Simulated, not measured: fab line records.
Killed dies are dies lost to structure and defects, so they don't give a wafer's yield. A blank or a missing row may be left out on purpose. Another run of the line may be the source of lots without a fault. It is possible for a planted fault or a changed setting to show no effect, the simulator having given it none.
A struck lot beside a sound one :: flow n5Finfet :: 28 steps out of a route of 1938
Sound: the wafers L833.1, L833.2, L833.5. Struck: wafer L844.3; the same lot's L844.6 was not struck, so it is left out; see the end for the cause.
Per side, at each step with rows, come the tool, then ch with its chambers, and then its first start. Under that, the readings that differ: sound wafers :: struck wafers :: difference of the means :: sigmas: that difference in standard deviations of wafers without a fault.
alike: same words and numbers on both sides, and readings whose means sit less than 2 such deviations apart. not compared: any withheld reading, any reading some wafer has no value for, any bound like >300 that may hide the same value, and any number with overlapping values for which the record gives no deviation.
A row with sigmas, a row that says differs or no value, or rows on one side alone: a step with any of these is where the two part. When numbers do not overlap yet have no deviation, they are printed without sigmas and do not part them. Lack of a reading on every wafer of one side parts them only where that side has two or more wafers.

first, 1 step without rows for these wafers: N5_DUMMY_GATE_UV_OZONE_45 (time 120 s).
N5_DUMMY_GATE_INSPECT_27: inspects for defects (brightfield).
  sound on defectInspect-02, day 4 01:56; struck on defectInspect-01, day 6 18:11
  alike: rawDefectCount
then, 1 step without rows for these wafers: N5_SPACER0_ALD_07 (deposits SiNx, target thk 2 nm).
N5_SPACER0_ALD_00: deposits SiOCN, target thk 3.5 nm, pulse time 3 s, purge time 2 s.
  sound on aldSin-02 ch 1,3, day 4 02:08; struck on aldSin-04 ch 1, day 6 18:29
  alike: heaterPowerW, precursorPulseHeightRel
then, 1 step without rows for these wafers: N5_SPACER0_ALD_08 (deposits SiNx, target thk 2 nm).
N5_SPACER0_INSPECT_04: inspects for defects (darkfield).
  sound on defectInspect-02, day 4 02:33; struck on defectInspect-02, day 6 18:55
  alike: rawDefectCount
then, 6 steps without rows for these wafers: N5_SD_EPI_N_COAT_32 (time 60 s, resist thk 350 nm); N5_SD_EPI_N_COAT_33 (time 60 s, resist thk 35 nm); N5_SD_EPI_N_COAT_03 (resist thk 150 nm); N5_SD_EPI_N_EBR_05; N5_SD_EPI_N_SOFTBAKE_04 (time 60 s); N5_SD_EPI_N_EXPOSE_06 (exposes mask SD N BLK, target cd 120 nm).
N5_SD_EPI_N_PEB_07: peb time 60 s.
  sound on lithoTrack-05 ch 0, day 4 02:53; struck on lithoTrack-04 ch 0, day 6 19:14
reading: heaterPowerTotalW (W)
sound: 174.5 174.0 176.8
struck: 184.8
difference: +9.7
sigmas: +6
  alike: exhaustPa
then, 1 step without rows for these wafers: N5_SD_EPI_N_DEVELOP_08 (develop time 30 s).
N5_SD_EPI_N_CD_MEAS_09 targets a cd of 120 nm.
  sound on cdSem-01 ch 0, day 4 02:57; struck on cdSem-01 ch 0, day 6 19:19
reading: cdNm (nm)
sound: 120.8 120.4 120.8
struck: 116.9
difference: -3.8
sigmas: -6
N5_SD_EPI_N_OVL_MEAS_10:
  sound on overlay-01 ch 0, day 4 02:59; struck on overlay-01 ch 0, day 6 19:20
  alike: SD_N_BLK_OVL
N5_SD_EPI_N_INSPECT_11: inspects for defects (macro).
  sound on defectInspect-02, day 4 03:00; struck on defectInspect-01, day 6 19:22
  alike: rawDefectCount
N5_SD_EPI_N_DESCUM_14: chemistry O2, time 7.9 s.
  sound on rieDiel-04 ch 0,1,2, day 4 03:02; struck on rieDiel-03 ch 3, day 6 19:42
reading: model.SD_EPI_N.cdNm (nm)
sound: 120.6 120.4 120.8
struck: 117
difference: -4
sigmas: 
  alike: drypumpMotorCurrentA, oesProductAu, rfVppV, showerheadPlenumPTorr, throttleValvePct
  not compared: rfHoursCounterH
then, 1 step without rows for these wafers: N5_SD_EPI_N_ETCH_34 (etches SiARC in CF4, target depth 45.5 nm, time 75.8 s).
N5_SD_EPI_N_ETCH_35: etches SOC in N2/H2, overetch 108 nm, time 486 s.
  sound on rieDiel-04 ch 0,1,2, day 4 03:08; struck on rieDiel-03 ch 3, day 6 19:47
  alike: drypumpMotorCurrentA, oesProductAu, rfVppV, showerheadPlenumPTorr, throttleValvePct
  not compared: rfHoursCounterH
then, 1 step without rows for these wafers: N5_SD_EPI_N_STRIP_36 (strips in N2/H2).
N5_SD_EPI_N_ETCHBACK_44: etches SiNx in CH3F/O2, stops on SiO2, target depth 14.5 nm.
  sound on rieDiel-04 ch 0,1,2, day 4 03:27; struck on rieDiel-03 ch 3, day 6 20:07
reading: rfVppV (V)
sound: 297 292 296
struck: 285
difference: -10
sigmas: -2
  alike: drypumpMotorCurrentA, oesProductAu, showerheadPlenumPTorr, throttleValvePct
  not compared: rfHoursCounterH
N5_SD_EPI_N_ETCH_45: etches SiOCN in CH3F/O2, target depth 6 nm.
  sound on rieDiel-04 ch 0,1,2, day 4 03:33; struck on rieDiel-03 ch 3, day 6 20:13
  alike: drypumpMotorCurrentA, oesProductAu, rfVppV, showerheadPlenumPTorr, throttleValvePct
  not compared: rfHoursCounterH
N5_SD_EPI_N_ETCH_16: etches SiO2 in CHF3/O2, target depth 5 nm.
  sound on rieDiel-04 ch 0,1,2, day 4 03:39; struck on rieDiel-03 ch 3, day 6 20:19
reading: rfVppV (V)
sound: 524 511 520
struck: 500
difference: -18
sigmas: -2
  alike: drypumpMotorCurrentA, oesProductAu, showerheadPlenumPTorr, throttleValvePct
  not compared: rfHoursCounterH
then, 1 step without rows for these wafers: N5_SD_EPI_N_STRIP_47 (strips in CHF3/O2).
N5_SD_EPI_N_SD_RECESS_17: chemistry HBr/Cl2/O2, target depth 41 nm, time 23.7 s, bt time 3 s.
  sound on rieSi-06 ch 0,3, day 4 03:43; struck on rieSi-05 ch 1, day 6 20:23
reading: model.SD_EPI_N.cdNm (nm)
sound: 120.2 121 120.8
struck: 117.8
difference: -2.9
sigmas: 
  alike: drypumpMotorCurrentA, heBacksideLeakSccm, mfcCl2Sccm, oesProductAu, throttleValvePct
  not compared: rfHoursCounterH
then, 2 steps without rows for these wafers: N5_SD_EPI_N_STRIP_38 (strips in N2/H2); N5_PASSIVATION_PROBE_49.

== WHERE THEY PART ==
Earliest at N5_SD_EPI_N_PEB_07; latest, in this record, at N5_SD_EPI_N_ETCH_16. Later steps at which nothing parts them and some readings are alike: N5_SD_EPI_N_SD_RECESS_17.

WHY: whatever the simulator had introduced
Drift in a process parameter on lithoTrack-04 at N5_SD_EPI_N_PEB_07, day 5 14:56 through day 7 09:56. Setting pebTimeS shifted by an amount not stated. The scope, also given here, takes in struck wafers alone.
